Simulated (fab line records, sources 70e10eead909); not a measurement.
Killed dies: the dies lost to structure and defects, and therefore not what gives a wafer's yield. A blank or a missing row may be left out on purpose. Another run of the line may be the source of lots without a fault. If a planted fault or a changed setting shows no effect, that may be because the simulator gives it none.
Chamber matching / flow nand-harc / NHARC_A_CHANNEL_FILL_D2_ALD_16 on ald-hk-02 has 4 sister chambers
The step deposits SiO2, target thk 1.5 nm, pulse time 10 s, ald cycles 15. 7 wafers are shown with their chamber, then 8 later ones without.

## WAFERS PAIRED WITH THEIR CHAMBERS
wafer=L212.1; chamber=3; heater-power-w (W)=530; precursor-pulse-height-rel=0.975
wafer=L216.3; chamber=2; heater-power-w (W)=394; precursor-pulse-height-rel=1.002
wafer=L216.6; chamber=3; heater-power-w (W)=527; precursor-pulse-height-rel=1.026
wafer=L217.2; chamber=0; heater-power-w (W)=450; precursor-pulse-height-rel=0.979
wafer=L217.4; chamber=1; heater-power-w (W)=425; precursor-pulse-height-rel=0.995
wafer=L217.5; chamber=1; heater-power-w (W)=427; precursor-pulse-height-rel=0.975
wafer=L219.1; chamber=2; heater-power-w (W)=398; precursor-pulse-height-rel=0.976

## WAFERS MISSING THEIR CHAMBER
wafer=L219.5; heater-power-w (W)=393; precursor-pulse-height-rel=0.990
wafer=L219.6; heater-power-w (W)=519; precursor-pulse-height-rel=0.990
wafer=L224.1; heater-power-w (W)=536; precursor-pulse-height-rel=1.004
wafer=L224.3; heater-power-w (W)=432; precursor-pulse-height-rel=0.995
wafer=L224.5; heater-power-w (W)=442; precursor-pulse-height-rel=1.011
wafer=L225.1; heater-power-w (W)=531; precursor-pulse-height-rel=0.996
wafer=L225.2; heater-power-w (W)=445; precursor-pulse-height-rel=0.988
wafer=L225.4; heater-power-w (W)=429; precursor-pulse-height-rel=0.977

## WHICH CHAMBER EACH WENT THROUGH
wafer=L219.5; from the rows above=2; in truth=2
wafer=L219.6; from the rows above=3; in truth=3
wafer=L224.1; from the rows above=3; in truth=3
wafer=L224.3; from the rows above=1; in truth=1
wafer=L224.5; from the rows above=0; in truth=0
wafer=L225.1; from the rows above=3; in truth=3
wafer=L225.2; from the rows above=0; in truth=0
wafer=L225.4; from the rows above=1; in truth=1
8 of 8 placed correctly. From these rows, 0 cannot be placed. 0 placed wrongly.
How it was worked out, from the rows above alone: a wafer's distance from a chamber is the root of the sum, over the readings, of the square of ((its reading less the chamber's mean) divided by the reading's scatter). The wafer belongs to the nearest chamber; if the next one is less than 2 further off, it can't be placed. A chamber's mean is the mean of its shown wafers. The scatter: take each reading less its chamber's mean, square it, sum over the shown wafers, divide by the number of wafers less the number of chambers, and take the root.
